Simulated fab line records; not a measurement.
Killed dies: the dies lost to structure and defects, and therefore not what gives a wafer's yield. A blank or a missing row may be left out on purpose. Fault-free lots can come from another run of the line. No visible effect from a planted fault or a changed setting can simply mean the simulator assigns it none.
Matching of chambers ; flow nand_harc ; NHARC_A_CONTACT_DESCUM_74 on rie_diel-11: 4 sister chambers
The step chemistry O2, time 3 s. 8 wafers are shown with their chamber, then 7 later ones without.

WAFERS PAIRED WITH THEIR CHAMBERS
wafer;chamber;drypump_motor_current_A (A);showerhead_plenum_p_Torr (Torr)
L157.2;2;5.9;1.86
L158.2;3;5.9;2.01
L158.3;2;5.9;1.86
L164.1;0;4.9;1.84
L164.3;1;5.7;1.97
L164.6;1;5.7;1.97
L172.2;0;4.9;1.84
L172.3;3;5.8;2.00

WAFERS WHOSE CHAMBER IS MISSING
wafer;drypump_motor_current_A (A);showerhead_plenum_p_Torr (Torr)
L172.6;5.7;1.97
L174.1;5.7;1.97
L174.4;5.8;2.00
L174.5;4.9;1.84
L175.1;5.8;2.00
L175.2;5.8;1.85
L175.3;5.7;1.96

EACH ONE'S CHAMBER
wafer;from the rows above;in truth
L172.6;1;1
L174.1;1;1
L174.4;3;3
L174.5;0;0
L175.1;3;3
L175.2;2;2
L175.3;1;1
7 of 7 placed correctly. Number that these rows cannot place: 0. Number placed wrongly: 0.
How it was worked out, from the rows above alone: a wafer's distance from a chamber is the root of the sum, over the readings, of the square of ((its reading less the chamber's mean) divided by the reading's scatter). If the next closest chamber is less than 2 further off than the closest, the wafer can't be placed; otherwise it belongs to the closest. The mean given for a chamber averages the wafers shown for that chamber. The scatter: take each reading less its chamber's mean, square it, sum over the shown wafers, divide by the number of wafers less the number of chambers, and take the root.
